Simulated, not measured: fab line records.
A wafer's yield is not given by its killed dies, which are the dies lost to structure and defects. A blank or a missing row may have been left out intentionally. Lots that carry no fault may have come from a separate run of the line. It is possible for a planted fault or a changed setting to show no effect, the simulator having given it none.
What tool caused it? / flow n5 finfet / 10 lots with 29 wafers sampled at 5 steps, on a route of 1938 steps

WHAT THE GAUGES SHOWED, per wafer
N5_BEOL_M0_SAQP_OVL_MEAS_41. Usual: for M0_CUT1_OVL the level is 0.1 nm and the standard deviation is 0.71.
lot=L494; measured=day 5 18:23; on=overlay-01; M0_CUT1_OVL (nm)=1.1 0.8; flag=
lot=L498; measured=day 6 20:05; on=overlay-02; M0_CUT1_OVL (nm)=0.8 0.2 -0.9; flag=
lot=L504; measured=day 8 08:14; on=overlay-02; M0_CUT1_OVL (nm)=0.5 1.2 0.5; flag=
lot=L505; measured=day 8 16:02; on=overlay-02; M0_CUT1_OVL (nm)=0.9 1.4 -0.2; flag=
lot=L507; measured=day 8 22:11; on=overlay-02; M0_CUT1_OVL (nm)=-0.5 -0.1 -1.4; flag=
lot=L510; measured=day 9 14:54; on=overlay-02; M0_CUT1_OVL (nm)=0.6 -0.2 -0.3; flag=
lot=L511; measured=day 9 22:48; on=overlay-02; M0_CUT1_OVL (nm)=0.5 0.0 0.5; flag=
lot=L512; measured=day 10 05:23; on=overlay-02; M0_CUT1_OVL (nm)=-0.8 -0.7 -0.8; flag=
lot=L514; measured=day 10 21:06; on=overlay-02; M0_CUT1_OVL (nm)=-0.1 -0.6 0.2; flag=
lot=L516; measured=day 11 01:28; on=overlay-02; M0_CUT1_OVL (nm)=0.2 0.0 -0.4; flag=

N5_BEOL_M4_RC_MEAS_101. Usual: DIBL_N 36.9 mV/V, standard deviation 1.6; DIBL_P 37.1 mV/V, standard deviation 2; IOFF_N 0.17 nA/um, standard deviation 0.032; IOFF_P 0.22 nA/um, standard deviation 0.036; ION_N 674 uA/um, standard deviation 12; ION_P 463 uA/um, standard deviation 7.8; SS_N 71.7 mV/dec, standard deviation 0.63; SS_P 73.5 mV/dec, standard deviation 0.62; VT_N 249 mV, standard deviation 3.3; VT_P -250 mV, standard deviation 3.5.
lot=L494; measured=day 8 11:50; on=prober-01; DIBL_N (mV/V)=36.2 38.1; DIBL_P (mV/V)=35.7 38.2; IOFF_N (nA/um)=0.16 0.20; IOFF_P (nA/um)=0.21 0.25; ION_N (uA/um)=685 693; ION_P (uA/um)=463 468; SS_N (mV/dec)=72.0 72.9; SS_P (mV/dec)=73.2 74.0; VT_N (mV)=248 245; VT_P (mV)=-251 -246; flag=
lot=L498; measured=day 9 14:09; on=prober-01; DIBL_N (mV/V)=34.7 38.3 35.0; DIBL_P (mV/V)=36.2 39.0 35.9; IOFF_N (nA/um)=0.13 0.18 0.14; IOFF_P (nA/um)=0.19 0.22 0.18; ION_N (uA/um)=656 672 665; ION_P (uA/um)=462 457 463; SS_N (mV/dec)=70.8 72.0 70.9; SS_P (mV/dec)=73.8 74.0 73.2; VT_N (mV)=253 249 251; VT_P (mV)=-251 -251 -252; flag=
lot=L504; measured=day 10 22:04; on=prober-01; DIBL_N (mV/V)=40.8 38.9 39.1; DIBL_P (mV/V)=38.5 37.9 39.2; IOFF_N (nA/um)=0.25 0.20 0.22; IOFF_P (nA/um)=0.22 0.21 0.23; ION_N (uA/um)=689 679 700; ION_P (uA/um)=457 457 467; SS_N (mV/dec)=72.4 71.8 71.7; SS_P (mV/dec)=73.9 74.1 74.0; VT_N (mV)=242 245 244; VT_P (mV)=-253 -253 -252; flag=
lot=L505; measured=day 11 00:10; on=prober-02; DIBL_N (mV/V)=39.5 39.5 37.1; DIBL_P (mV/V)=37.4 37.6 34.6; IOFF_N (nA/um)=0.17 0.18 0.13; IOFF_P (nA/um)=0.19 0.20 0.15; ION_N (uA/um)=668 687 661; ION_P (uA/um)=444 466 450; SS_N (mV/dec)=72.3 72.0 71.7; SS_P (mV/dec)=73.3 74.1 72.9; VT_N (mV)=248 247 255; VT_P (mV)=-253 -252 -258; flag=
lot=L507; measured=day 11 01:46; on=prober-01; DIBL_N (mV/V)=37.2 36.7 38.8; DIBL_P (mV/V)=38.2 37.3 38.7; IOFF_N (nA/um)=0.17 0.16 0.20; IOFF_P (nA/um)=0.24 0.22 0.25; ION_N (uA/um)=681 685 680; ION_P (uA/um)=473 474 455; SS_N (mV/dec)=71.6 71.9 72.4; SS_P (mV/dec)=73.7 72.7 73.4; VT_N (mV)=248 249 246; VT_P (mV)=-249 -252 -249; flag=
lot=L510; measured=day 12 11:32; on=prober-01; DIBL_N (mV/V)=36.4 36.5 36.6; DIBL_P (mV/V)=39.1 37.9 37.2; IOFF_N (nA/um)=0.17 0.18 0.16; IOFF_P (nA/um)=0.25 0.23 0.21; ION_N (uA/um)=680 679 676; ION_P (uA/um)=473 461 460; SS_N (mV/dec)=72.1 71.7 71.1; SS_P (mV/dec)=74.0 74.3 74.2; VT_N (mV)=253 249 254; VT_P (mV)=-248 -249 -254; flag=
lot=L511; measured=day 12 15:25; on=prober-02; DIBL_N (mV/V)=38.5 36.6 36.5; DIBL_P (mV/V)=38.4 36.3 35.3; IOFF_N (nA/um)=0.20 0.16 0.15; IOFF_P (nA/um)=0.23 0.20 0.18; ION_N (uA/um)=671 654 653; ION_P (uA/um)=458 453 446; SS_N (mV/dec)=72.4 72.5 72.2; SS_P (mV/dec)=73.7 73.3 72.3; VT_N (mV)=248 250 254; VT_P (mV)=-248 -252 -254; flag=
lot=L512; measured=day 12 16:11; on=prober-01; DIBL_N (mV/V)=36.1 39.8 37.8; DIBL_P (mV/V)=35.9 38.9 37.5; IOFF_N (nA/um)=0.16 0.24 0.20; IOFF_P (nA/um)=0.25 0.30 0.28; ION_N (uA/um)=672 697 695; ION_P (uA/um)=468 479 473; SS_N (mV/dec)=71.8 72.4 71.5; SS_P (mV/dec)=73.7 74.4 73.8; VT_N (mV)=247 243 245; VT_P (mV)=-246 -243 -244; flag=
lot=L514; measured=day 13 10:24; on=prober-02; DIBL_N (mV/V)=38.9 36.9 35.1; DIBL_P (mV/V)=36.3 34.8 33.3; IOFF_N (nA/um)=0.19 0.15 0.13; IOFF_P (nA/um)=0.25 0.23 0.20; ION_N (uA/um)=672 674 666; ION_P (uA/um)=465 463 462; SS_N (mV/dec)=73.1 71.7 71.1; SS_P (mV/dec)=74.1 74.1 73.0; VT_N (mV)=250 251 253; VT_P (mV)=-247 -249 -250; flag=
lot=L516; measured=day 13 14:08; on=prober-01; DIBL_N (mV/V)=36.7 35.1 38.2; DIBL_P (mV/V)=34.9 32.2 36.6; IOFF_N (nA/um)=0.18 0.14 0.19; IOFF_P (nA/um)=0.25 0.20 0.27; ION_N (uA/um)=682 667 673; ION_P (uA/um)=472 464 466; SS_N (mV/dec)=71.2 71.7 72.0; SS_P (mV/dec)=73.7 72.9 73.8; VT_N (mV)=246 253 248; VT_P (mV)=-246 -249 -245; flag=

WHAT TOOL EACH LOT RAN ON (gives the tool, then ch and the chambers of the sampled wafers, and finally the start)
lot=L494; N5_BEOL_M0_SAQP_ETCH_88=rie diel-06 ch 0,3, day 5 19:01; N5_BEOL_M0_STRIP_142=rie diel-01 ch 3, day 6 02:04; N5_BEOL_M0_DEGAS_112=pvd sputter-02, day 6 02:59
lot=L498; N5_BEOL_M0_SAQP_ETCH_88=rie diel-04 ch 1,2, day 6 20:12; N5_BEOL_M0_STRIP_142=rie diel-01 ch 1,2, day 6 22:32; N5_BEOL_M0_DEGAS_112=pvd sputter-01, day 6 22:58
lot=L504; N5_BEOL_M0_SAQP_ETCH_88=rie diel-02 ch 1,3, day 8 08:22; N5_BEOL_M0_STRIP_142=rie diel-03 ch 0,3, day 8 11:26; N5_BEOL_M0_DEGAS_112=pvd sputter-03, day 8 12:07
lot=L505; N5_BEOL_M0_SAQP_ETCH_88=rie diel-06 ch 0,1, day 8 16:10; N5_BEOL_M0_STRIP_142=rie diel-03 ch 0,2,3, day 8 20:39; N5_BEOL_M0_DEGAS_112=pvd sputter-02, day 8 21:51
lot=L507; N5_BEOL_M0_SAQP_ETCH_88=rie diel-02 ch 0,1,2, day 8 22:29; N5_BEOL_M0_STRIP_142=rie diel-03 ch 0,1,2, day 9 04:17; N5_BEOL_M0_DEGAS_112=pvd sputter-01, day 9 05:02
lot=L510; N5_BEOL_M0_SAQP_ETCH_88=rie diel-02 ch 1,3, day 9 15:19; N5_BEOL_M0_STRIP_142=rie diel-01 ch 0,1, day 9 18:23; N5_BEOL_M0_DEGAS_112=pvd sputter-02, day 9 19:13
lot=L511; N5_BEOL_M0_SAQP_ETCH_88=rie diel-06 ch 0,1, day 9 23:08; N5_BEOL_M0_STRIP_142=rie diel-01 ch 0,1,3, day 10 05:43; N5_BEOL_M0_DEGAS_112=pvd sputter-03, day 10 06:25
lot=L512; N5_BEOL_M0_SAQP_ETCH_88=rie diel-04 ch 0,1,2, day 10 05:46; N5_BEOL_M0_STRIP_142=rie diel-03 ch 0,1,3, day 10 08:57; N5_BEOL_M0_DEGAS_112=pvd sputter-01, day 10 10:50
lot=L514; N5_BEOL_M0_SAQP_ETCH_88=rie diel-04 ch 0,1,2, day 10 21:17; N5_BEOL_M0_STRIP_142=rie diel-03 ch 0,1,3, day 11 00:57; N5_BEOL_M0_DEGAS_112=pvd sputter-02, day 11 02:10
lot=L516; N5_BEOL_M0_SAQP_ETCH_88=rie diel-06 ch 0,1,3, day 11 01:40; N5_BEOL_M0_STRIP_142=rie diel-05 ch 0,1,3, day 11 05:07; N5_BEOL_M0_DEGAS_112=pvd sputter-02, day 11 05:44
- N5_BEOL_M0_SAQP_ETCH_88: etches underlayer in N2/H2, target depth 6.5 nm, time 5.2 s.
- N5_BEOL_M0_STRIP_142: strips in N2/H2, time 10 s.
- N5_BEOL_M0_DEGAS_112: time 60 s.

AS READ BY THE TOOLS THEMSELVES (means over the sampled wafers that have a number; for cases with no such wafer, the mark the record gives instead)
N5_BEOL_M0_SAQP_ETCH_88. Usual: drypump motor current A 5.3 A, standard deviation 0.48; etch rf on time s 5.13 s, standard deviation 0.11; oes product au 0.68 a.u., standard deviation 0.09; rf vpp V 524 V, standard deviation 3.2; showerhead plenum p Torr 2.55 Torr, standard deviation 0.11; throttle valve pct 17.87 %, standard deviation 0.28.
lot=L494; tool=rie diel-06; drypump motor current A (A)=4.8; etch rf on time s (s)=5.20; oes product au (a.u.)=0.62; rf vpp V (V)=524; showerhead plenum p Torr (Torr)=2.54; throttle valve pct (%)=18.00; flag=
lot=L498; tool=rie diel-04; drypump motor current A (A)=5.3; etch rf on time s (s)=5.19; oes product au (a.u.)=0.69; rf vpp V (V)=524; showerhead plenum p Torr (Torr)=2.57; throttle valve pct (%)=17.87; flag=
lot=L504; tool=rie diel-02; drypump motor current A (A)=5.9; etch rf on time s (s)=5.20; oes product au (a.u.)=0.59; rf vpp V (V)=524; showerhead plenum p Torr (Torr)=2.54; throttle valve pct (%)=18.09; flag=
lot=L505; tool=rie diel-06; drypump motor current A (A)=5.1; etch rf on time s (s)=5.13; oes product au (a.u.)=0.67; rf vpp V (V)=520; showerhead plenum p Torr (Torr)=2.44; throttle valve pct (%)=17.84; flag=
lot=L507; tool=rie diel-02; drypump motor current A (A)=5.8; etch rf on time s (s)=5.15; oes product au (a.u.)=0.67; rf vpp V (V)=524; showerhead plenum p Torr (Torr)=2.58; throttle valve pct (%)=17.73; flag=
lot=L510; tool=rie diel-02; drypump motor current A (A)=5.9; etch rf on time s (s)=5.22; oes product au (a.u.)=0.77; rf vpp V (V)=524; showerhead plenum p Torr (Torr)=2.54; throttle valve pct (%)=17.77; flag=
lot=L511; tool=rie diel-06; drypump motor current A (A)=5.1; etch rf on time s (s)=5.08; oes product au (a.u.)=0.67; rf vpp V (V)=520; showerhead plenum p Torr (Torr)=2.43; throttle valve pct (%)=17.85; flag=
lot=L512; tool=rie diel-04; drypump motor current A (A)=5.4; etch rf on time s (s)=5.08; oes product au (a.u.)=0.71; rf vpp V (V)=525; showerhead plenum p Torr (Torr)=2.58; throttle valve pct (%)=17.71; flag=
lot=L514; tool=rie diel-04; drypump motor current A (A)=5.4; etch rf on time s (s)=5.08; oes product au (a.u.)=0.71; rf vpp V (V)=525; showerhead plenum p Torr (Torr)=2.57; throttle valve pct (%)=17.72; flag=
lot=L516; tool=rie diel-06; drypump motor current A (A)=5.1; etch rf on time s (s)=5.09; oes product au (a.u.)=0.65; rf vpp V (V)=525; showerhead plenum p Torr (Torr)=2.50; throttle valve pct (%)=17.88; flag=

N5_BEOL_M0_STRIP_142. Usual: for bias power w, 6.997 W with a standard deviation of 0.021; for chamber pressure mTorr, 20.002 mTorr with a standard deviation of 0.019; for drypump motor current A, 5.7 A with a standard deviation of 0.32; for oes product au, 0.77 a.u. with a standard deviation of 0.086; for rf vpp V, 59.2 V with a standard deviation of 0.95; for showerhead plenum p Torr, 2.54 Torr with a standard deviation of 0.067; for throttle valve pct, 23.6 % with a standard deviation of 0.34.
lot=L494; tool=rie diel-01; bias power w (W)=7.006; chamber pressure mTorr (mTorr)=20.010; drypump motor current A (A)=5.5; oes product au (a.u.)=0.71; rf vpp V (V)=58.5; showerhead plenum p Torr (Torr)=2.52; throttle valve pct (%)=23.8; flag=
lot=L498; tool=rie diel-01; bias power w (W)=7.006; chamber pressure mTorr (mTorr)=20.022; drypump motor current A (A)=5.8; oes product au (a.u.)=0.70; rf vpp V (V)=59.9; showerhead plenum p Torr (Torr)=2.51; throttle valve pct (%)=23.8; flag=
lot=L504; tool=rie diel-03; bias power w (W)=-; chamber pressure mTorr (mTorr)=-; drypump motor current A (A)=-; oes product au (a.u.)=-; rf vpp V (V)=-; showerhead plenum p Torr (Torr)=-; throttle valve pct (%)=-; flag=OFF
lot=L505; tool=rie diel-03; bias power w (W)=-; chamber pressure mTorr (mTorr)=-; drypump motor current A (A)=-; oes product au (a.u.)=-; rf vpp V (V)=-; showerhead plenum p Torr (Torr)=-; throttle valve pct (%)=-; flag=OFF
lot=L507; tool=rie diel-03; bias power w (W)=-; chamber pressure mTorr (mTorr)=-; drypump motor current A (A)=-; oes product au (a.u.)=-; rf vpp V (V)=-; showerhead plenum p Torr (Torr)=-; throttle valve pct (%)=-; flag=OFF
lot=L510; tool=rie diel-01; bias power w (W)=7.008; chamber pressure mTorr (mTorr)=19.990; drypump motor current A (A)=5.9; oes product au (a.u.)=0.83; rf vpp V (V)=58.6; showerhead plenum p Torr (Torr)=2.50; throttle valve pct (%)=23.5; flag=
lot=L511; tool=rie diel-01; bias power w (W)=6.985; chamber pressure mTorr (mTorr)=19.998; drypump motor current A (A)=5.8; oes product au (a.u.)=0.76; rf vpp V (V)=59.3; showerhead plenum p Torr (Torr)=2.50; throttle valve pct (%)=23.6; flag=
lot=L512; tool=rie diel-03; bias power w (W)=6.985; chamber pressure mTorr (mTorr)=19.996; drypump motor current A (A)=5.8; oes product au (a.u.)=0.78; rf vpp V (V)=59.2; showerhead plenum p Torr (Torr)=2.55; throttle valve pct (%)=23.4; flag=
lot=L514; tool=rie diel-03; bias power w (W)=6.993; chamber pressure mTorr (mTorr)=20.010; drypump motor current A (A)=5.8; oes product au (a.u.)=0.77; rf vpp V (V)=59.7; showerhead plenum p Torr (Torr)=2.55; throttle valve pct (%)=23.5; flag=
lot=L516; tool=rie diel-05; bias power w (W)=6.969; chamber pressure mTorr (mTorr)=20.013; drypump motor current A (A)=5.8; oes product au (a.u.)=0.80; rf vpp V (V)=60.4; showerhead plenum p Torr (Torr)=2.63; throttle valve pct (%)=23.7; flag=

N5_BEOL_M0_DEGAS_112. Usual: 341 W for heater power w, sd 37.
lot=L494; tool=pvd sputter-02; heater power w (W)=395; flag=
lot=L498; tool=pvd sputter-01; heater power w (W)=323; flag=
lot=L504; tool=pvd sputter-03; heater power w (W)=355; flag=
lot=L505; tool=pvd sputter-02; heater power w (W)=348; flag=
lot=L507; tool=pvd sputter-01; heater power w (W)=372; flag=
lot=L510; tool=pvd sputter-02; heater power w (W)=341; flag=
lot=L511; tool=pvd sputter-03; heater power w (W)=352; flag=
lot=L512; tool=pvd sputter-01; heater power w (W)=337; flag=
lot=L514; tool=pvd sputter-02; heater power w (W)=316; flag=
lot=L516; tool=pvd sputter-02; heater power w (W)=318; flag=

THE ANSWER, worked out from the rows above alone
Rule: lot off if the mean of its wafers having a number is beyond 3 standard deviations from the usual mean. A lot without any number at a reading at which 4 lots or more have one is off too. Where the step has rows for the other lots, those lots are counted as sound. The gauges are gone through in route order, then the tools' own readings, and for those a lot's mean is taken as printed above. At the first step where some lot is off, the reading lying furthest off is the one used; lots without a number count as furthest.
Off: L504, L505, L507 (N5_BEOL_M0_STRIP_142, bias power w). Without a number there: L504, L505, L507.
If a tool, at that step or one of the process steps before it, ran each lot that is off and ran no sound lot following the first of them, it fits. No candidate that was tried fits.

WHAT THE SIMULATOR HAD INSERTED
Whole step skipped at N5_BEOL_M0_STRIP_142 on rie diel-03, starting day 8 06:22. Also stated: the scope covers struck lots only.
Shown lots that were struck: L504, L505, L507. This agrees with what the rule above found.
